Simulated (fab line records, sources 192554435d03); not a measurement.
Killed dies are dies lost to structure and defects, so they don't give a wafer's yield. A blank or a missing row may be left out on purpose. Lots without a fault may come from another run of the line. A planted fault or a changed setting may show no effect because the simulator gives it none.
fab line records | flow n5_finfet
record lots=5 wafers=15 last_day=16
route steps=1938 shown PASSIVATION@1917
lots that met no fault: from a run of the same line without faults
start_h: hours from the record's first day to the start of the lot's first wafer shown | wait_h: hours since the lot's step before | " the same as in the row above | L1.1+2: a row that stands for several wafers | - no value, or no start given | * or withheld: withheld | < > ~ a bound
route shown NAME@n: a module of which the file shows steps, and the number in the route of the first | usual: mean/standard deviation of fault-free wafers | same: alike in all rows | chamber/n: place in a boat | sites: the reading at each site | _std_site: their standard deviation | _edge_site: outer sites' mean less inner sites' | radius_mm: how far each site lies from the wafer's centre | mask NAME#n: copy n | behind: the tool/chamber that last shaped the wafer | hold: why the lot was held/for how many hours/how that ended | device: the transistor (n, p or np) that didn't switch | end of line: the same wafers' tests at the end of the route | a step without rows: its recipe alone | killed: dies lost to structure and defects at the first sort, not the wafer's yield | map: a wafer's dies, x killed, . not, _ none there
set.NAME: the setting as run; set.NAME@STEP: as run at that earlier step | model.NAME: the simulator's own value behind a step, which no gauge read
lots at some steps of the route; a table a step, a row a wafer
services: from which hour (start_h, from the record's first day; less than 0 if before it) a tool's chamber was out of use, for how many hours, and why
## steps
# step N5_PASSIVATION_HMDS_37
# recipe time_s=60 temp_c=120
# step N5_PASSIVATION_COAT_38
# recipe spin_rpm=3000 resist_thk_nm=withheld
# step N5_PASSIVATION_EBR_40
# recipe solvent=PGMEA ebr_width_mm=1.5
# step N5_PASSIVATION_SOFTBAKE_39
# recipe temp_c=110 time_s=120
# step N5_PASSIVATION_EXPOSE_41
# recipe mask_id=PASS_OPEN na=0.55 defocus_nm=0 source_shape=conventional sigma_outer=0.8 polarization=unpolarized target_cd_nm=40000 dose_mj=57.25
# step N5_PASSIVATION_PEB_42
# recipe peb_temp_c=withheld peb_time_s=*
# step N5_PASSIVATION_DEVELOP_43
# recipe develop_time_s=60 rinse_liquid=diw dry=air_spin dev_temp_c=21
# step N5_PASSIVATION_HARDBAKE_45
# recipe temp_c=130 time_s=120
# step N5_PASSIVATION_CD_MEAS_44
# recipe target_cd_nm=40000 landing_energy_ev=500 detector=se_inlens
# usual cd_nm=40001/3.1
# columns lot.wafer tool chamber start_h wait_h cd_nm
L853.1 cd_sem-03 0 301.47 - 40002
L853.2 " 0 " " 40001
L853.4 " 0 " " 39997
L856.4 cd_sem-02 0 308.86 - 40003
L856.5 " 0 " " 40002
L856.6 " 0 " " 40002
L858.2 cd_sem-02 0 334.90 - 40006
L858.4 " 0 " " 40004
L858.6 " 0 " " 40002
L860.2 cd_sem-01 0 347.27 - 40003
L860.4 " 0 " " 40001
L860.5 " 0 " " 40006
L868.1 cd_sem-01 0 386.80 - 40000
L868.2 " 0 " " 40003
L868.5 " 0 " " 39994
# step N5_PASSIVATION_OVL_MEAS_66
# recipe points_per_wafer=44
# usual PASS_OPEN_OVL=1/5.6
# columns lot.wafer tool chamber start_h wait_h PASS_OPEN_OVL[nm]
L853.1 overlay-01 0 301.50 0.0 -1
L853.2 " 0 " " -18
L853.4 " 0 " " -4
L856.4 overlay-02 0 308.88 0.0 -3
L856.5 " 0 " " -1
L856.6 " 0 " " 1
L858.2 overlay-01 0 334.93 0.0 -1
L858.4 " 0 " " 3
L858.6 " 0 " " -3
L860.2 overlay-02 0 347.30 0.0 -5
L860.4 " 0 " " -8
L860.5 " 0 " " 1
L868.1 overlay-02 0 386.83 0.0 -3
L868.2 " 0 " " 5
L868.5 " 0 " " 5
# step N5_PASSIVATION_INSPECT_67
# recipe mode=adi inspect_instrument=macro
# usual raw_defect_count=1.9/1.3
# columns lot.wafer tool chamber start_h wait_h raw_defect_count
L853.1 defect_inspect-01 - 301.52 0.0 3
L853.2 " - " " 3
L853.4 " - " " 3
L856.4 defect_inspect-01 - 308.91 0.0 0
L856.5 " - " " 3
L856.6 " - " " 4
L858.2 defect_inspect-01 - 334.96 0.0 2
L858.4 " - " " 1
L858.6 " - " " 2
L860.2 defect_inspect-01 - 347.32 0.0 0
L860.4 " - " " 1
L860.5 " - " " 1
L868.1 defect_inspect-02 - 386.85 0.0 2
L868.2 " - " " 0
L868.5 " - " " 1
# step N5_PASSIVATION_DESCUM_46
# recipe chemistry=O2 time_s=7.9 source_power_w=50 bias_power_w=20 pressure_mtorr=20 rf_frequency_hz=2.712e+07 temp_c=40 o2_flow_sccm=225
# usual drypump_motor_current_A=5.6/0.45 oes_product_au=0.81/0.064 rf_vpp_V=243.2/1.3 showerhead_plenum_p_Torr=2.10/0.079 throttle_valve_pct=20.44/0.19
# columns lot.wafer tool chamber start_h wait_h drypump_motor_current_A oes_product_au rf_hours_counter_h rf_vpp_V showerhead_plenum_p_Torr throttle_valve_pct
L853.1 rie_diel-06 0 301.73 0.2 4.8 0.79 101 245.2 2.20 20.64
L853.2 " 1 " " 6.2 0.80 86 244.2 2.21 20.61
L853.4 " 1 " " 6.2 0.80 - 246.5 2.21 20.60
L856.4 rie_diel-05 3 309.07 0.2 4.9 0.82 73 243.7 2.21 20.30
L856.5 " 0 " " 5.5 0.82 - 241.7 2.02 20.20
L856.6 " 3 " " 5.0 0.83 - 244.4 2.21 20.32
L858.2 rie_diel-06 0 335.14 0.2 4.8 0.78 115 243.9 2.19 20.67
L858.4 " 2 " " 5.8 0.95 - 240.7 2.06 20.35
L858.6 " 3 " " 5.7 0.87 - 244.5 2.14 20.59
L860.2 rie_diel-05 0 347.35 0.0 5.5 0.79 98 241.1 2.02 20.23
L860.4 " 3 " " 5.0 0.81 86 243.7 2.20 20.32
L860.5 " 1 " " 6.1 0.82 - 243.0 2.12 20.22
L868.1 rie_diel-05 0 387.00 0.1 5.5 0.78 112 242.0 2.01 20.24
L868.2 " 1 " " 6.1 0.80 92 243.6 2.12 20.24
L868.5 " 0 " " 5.5 0.78 - 243.4 2.01 20.24
# step N5_PASSIVATION_PASS_ETCH_47
# recipe chemistry=CF4/O2 target=SiNx target_depth_a=7700 time_s=385 ion_energy_ev=100 pressure_mtorr=40 source_w=535 bias_w=49 Ar_flow_sccm=100 cf4_flow_sccm=100 O2_flow_sccm=10
# usual drypump_motor_current_A=5.6/0.45 oes_product_au=0.82/0.062 rf_vpp_V=239.6/2 showerhead_plenum_p_Torr=2.21/0.076 throttle_valve_pct=15.87/0.18
# columns lot.wafer tool chamber start_h wait_h drypump_motor_current_A oes_product_au rf_hours_counter_h rf_vpp_V showerhead_plenum_p_Torr throttle_valve_pct model.etch.depth_nm
L853.1 rie_diel-06 0 301.77 0.0 4.8 0.81 101 242.4 2.31 16.06 781.5
L853.2 " 1 " " 6.2 0.81 86 237.4 2.32 15.97 767.6
L853.4 " 1 " " 6.2 0.82 - 238.0 2.32 15.98 771.4
L856.4 rie_diel-05 3 309.11 0.0 5.0 0.82 73 240.6 2.32 15.79 784
L856.5 " 0 " " 5.5 0.82 - 239.5 2.15 15.70 772.4
L856.6 " 3 " " 4.9 0.82 - 243.7 2.32 15.76 777.3
L858.2 rie_diel-06 0 335.18 0.0 4.8 0.75 115 240.4 2.30 16.09 595.1
L858.4 " 2 " " 5.8 0.91 - 238.0 2.17 15.71 597.2
L858.6 " 3 " " 5.7 0.82 - 241.5 2.25 15.95 590.6
L860.2 rie_diel-05 0 347.39 0.0 5.5 0.79 98 239.8 2.14 15.75 766.9
L860.4 " 3 " " 5.0 0.81 86 242.1 2.31 15.82 783
L860.5 " 1 " " 6.1 0.83 - 240.4 2.23 15.64 789.7
L868.1 rie_diel-05 0 387.03 0.0 5.5 0.78 112 239.1 2.14 15.75 748.6
L868.2 " 1 " " 6.1 0.81 92 240.1 2.22 15.67 781.2
L868.5 " 0 " " 5.5 0.77 - 239.8 2.14 15.78 759.1
# step N5_PASSIVATION_ETCH_54
# recipe chemistry=CHF3/O2 target=SiO2 target_depth_a=8800 CHF3_flow_sccm=50 O2_flow_sccm=5 Ar_flow_sccm=200 time_s=440 mask_material=PR pressure_mtorr=30 source_w=650 bias_w=170 ion_energy_ev=200
# usual drypump_motor_current_A=5.6/0.45 oes_product_au=0.81/0.062 rf_vpp_V=522/4.2 showerhead_plenum_p_Torr=2.41/0.087 throttle_valve_pct=18.81/0.19
# columns lot.wafer tool chamber start_h wait_h drypump_motor_current_A oes_product_au rf_hours_counter_h rf_vpp_V showerhead_plenum_p_Torr throttle_valve_pct
L853.1 rie_diel-06 0 302.00 0.1 4.8 0.80 101 525 2.52 19.00
L853.2 " 1 " " 6.3 0.81 86 519 2.54 18.98
L853.4 " 1 " " 6.2 0.82 - 517 2.54 18.95
L856.4 rie_diel-05 3 309.34 0.1 5.0 0.82 73 531 2.54 18.72
L856.5 " 0 " " 5.5 0.81 - 521 2.34 18.61
L856.6 " 3 " " 4.9 0.81 - 532 2.54 18.74
L858.2 rie_diel-06 0 335.40 0.1 4.8 0.63 115 526 2.52 19.01
L858.4 " 2 " " 5.8 0.74 - 518 2.37 18.64
L858.6 " 3 " " 5.7 0.68 - 527 2.45 18.88
L860.2 rie_diel-05 0 347.62 0.1 5.5 0.79 98 523 2.34 18.65
L860.4 " 3 " " 4.9 0.80 87 533 2.54 18.75
L860.5 " 1 " " 6.1 0.82 - 522 2.43 18.56
L868.1 rie_diel-05 0 387.26 0.1 5.5 0.78 112 521 2.33 18.65
L868.2 " 1 " " 6.1 0.80 92 521 2.42 18.57
L868.5 " 0 " " 5.5 0.78 - 521 2.33 18.67
## services
# columns tool chamber start_h hours kind
rie_diel-06 2 297.24 - clean
rie_diel-06 2 297.24 - consumable_replace:focus_ring
rie_diel-06 2 297.24 22.7 scheduled_down
rie_diel-06 2 297.24 22.7 vent_cycle
rie_diel-06 0 323.11 6.4 repair
rie_diel-05 - 328.94 1.0 repair
rie_diel-06 1 331.98 7.0 repair
rie_diel-06 2 343.55 9.0 repair
## key
first_sign none at tools or gauges
model_effect step=N5_PASSIVATION_PASS_ETCH_47 value=etch.depth_nm without=773.2 struck=594.3
met_at N5_PASSIVATION_PASS_ETCH_47
struck_wafers L858.2,L858.4,L858.6
later_rows_left_out L858.2,L858.4,L858.6
sort_left_out L858.2,L858.4,L858.6
onset_between 301.77 335.18
also_fits N5_PASSIVATION_DESCUM_46:rie_diel-06
earlier_fault kind=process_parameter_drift tool=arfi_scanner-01 chamber=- onset_h=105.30 steps=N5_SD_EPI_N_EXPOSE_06 channel=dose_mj offset=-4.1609 shape=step acts_in=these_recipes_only stated=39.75
fault kind=process_parameter_drift tool=rie_diel-06 chamber=- onset_h=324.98 steps=N5_PASSIVATION_PASS_ETCH_47 channel=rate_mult offset=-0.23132 shape=step
# sort_left_out: the simulated sort isn't trusted on such a fault, so these wafers' sort isn't shown, and their yield isn't known
# later_rows_left_out: the simulator's readings of these wafers behind a module that went badly wrong aren't trusted and aren't shown, but for the sort
